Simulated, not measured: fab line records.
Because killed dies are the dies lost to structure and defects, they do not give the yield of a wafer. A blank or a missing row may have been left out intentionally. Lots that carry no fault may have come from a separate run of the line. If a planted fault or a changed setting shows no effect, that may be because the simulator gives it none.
Comparing a struck lot with a sound one -- flow nand harc -- 23 steps out of a route of 1302
Sound: the wafers L114.1, L114.3, L114.6. The struck wafers were L121.2, L121.3, L121.6. The cause is named last.
Order at every step that has rows: each side's tool, ch and its chambers, its first start. Under that, the readings that differ: sound wafers -- struck wafers -- difference of the means -- sigmas: that difference in standard deviations of wafers without a fault.
alike: readings whose means differ by less than 2 such deviations, and words and numbers that are the same on both sides. not compared: withheld readings, readings that some wafer has no value for, bounds like >300 that may hide the same value, and numbers for which the record gives no deviation and whose values overlap.
A row with sigmas, a row that says differs or no value, or rows on one side alone: a step with any of these is where the two part. Non-overlapping numbers with no deviation appear without sigmas and do not part them. Lack of a reading on every wafer of one side parts them only where that side has two or more wafers.

NHARC_A_WL_FILL_CVD_03: deposits W, target thk 40 nm, time 279 s.
  sound on cvd w-01 ch 0,1, day 22 18:59; struck on cvd w-02 ch 0,1, day 25 02:28
  alike: heater power w, throttle valve pct
then, 2 steps without rows for these wafers: NHARC_A_WL_FILL_ETCHBACK_04 (etches the open film in NF3, target depth 60 nm, time 120 s); NHARC_A_WL_FILL_ETCHBACK_05 (etches the open film in Cl2/BCl3, target depth 22 nm, time 60 s).
NHARC_A_WL_FILL_STRIP_27: strips in N2/H2, time 20 s.
  sound on plasma asher-02 ch 0,1, day 22 19:41; struck on plasma asher-02 ch 1, day 25 03:10
  alike: drypump motor current A, heater power w
  not compared: rf hours counter h
then, 4 steps without rows for these wafers: NHARC_A_WL_FILL_STRIP_28 (strips in post etch residue remover, time 1200 s); NHARC_A_WL_FILL_PRECLEAN_06 (cleans in DIW, time 300 s); NHARC_A_WL_FILL_SRD_07; NHARC_A_WL_FILL_ANNEAL_08 (time 1800 s).
NHARC_A_WL_FILL_ALD_10: deposits SiO2, target thk 50 nm, pulse time 10 s, ald cycles 500.
  sound on ald hk-01 ch 0,1,2, day 23 02:03; struck on ald hk-03 ch 0,1,2, day 25 08:32
  alike: heater power w, precursor pulse height rel
then, 1 step without rows for these wafers: NHARC_A_WL_FILL_ETCHBACK_16 (etches the open film in C4F8/O2/Ar, target depth 120 nm, time 24 s).
NHARC_A_WL_FILL_STRIP_29: strips in O2, time 20 s.
  sound on rie diel-13 ch 1,3, day 23 05:47; struck on rie diel-04 ch 0,3, day 25 13:16
  alike: drypump motor current A, o2 flow sccm, oes product au, rf vpp V, showerhead plenum p Torr, throttle valve pct
  not compared: rf hours counter h
NHARC_A_WL_FILL_ETCHBACK_17: etches the open film in Cl2/BCl3, target depth 4 nm, time 26.7 s.
  sound on rie metal-02 ch 0,1, day 23 05:52; struck on rie metal-03 ch 0,1, day 25 13:21
reading,sound,struck,difference,sigmas
oes product au (a.u.),1.028 1.022 1.015,0.997 0.985 1.011,-0.024,-2
  alike: drypump motor current A
  not compared: rf hours counter h
then, 6 steps without rows for these wafers: NHARC_A_WL_FILL_PRECLEAN_18 (cleans in dHF, time 30 s); NHARC_A_WL_FILL_SRD_21; NHARC_A_WL_FILL_CVD_23 (deposits poly-Si, target thk 40 nm, time 800 s); NHARC_A_WL_FILL_ETCHBACK_26 (etches the open film in HBr, target depth 52 nm, time 13.3 s); NHARC_A_WL_FILL_PRECLEAN_30 (cleans in dHF, time 10 s); NHARC_A_WL_FILL_SRD_14.
NHARC_A_WL_FILL_ALD_19: deposits TiN, target thk 2 nm, pulse time 3 s, ald cycles 100.
  sound on ald metal-02 ch 1,2, day 23 11:20; struck on ald metal-02 ch 0,2, day 25 18:28
  alike: heater power w, precursor pulse height rel
then, 3 steps without rows for these wafers: NHARC_A_WL_FILL_CVD_20 (deposits W, target thk 100 nm, time 74 s); NHARC_A_WL_FILL_CMP_12 (polishes, t overpolish 30 s, target thk 100 nm); NHARC_A_WL_FILL_SRD_31.
-- the record jumps here: 5 days lie between the struck wafers' starts before and after (it left off in module A_WL_FILL and takes up again in module END, whose first step shown is number 1302 of the route) --
NHARC_END_SORT_01:
  here the record holds rows for the struck wafers (prober-01 ch 0, day 30 10:44) but none for the sound ones

WHERE THEY PART
Last at NHARC_END_SORT_01 as far as this record goes, first at NHARC_A_WL_FILL_ETCHBACK_17.

WHY: what the simulator had put in
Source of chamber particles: rie metal-03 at NHARC_A_WL_FILL_ETCHBACK_17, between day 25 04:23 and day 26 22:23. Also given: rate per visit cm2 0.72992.
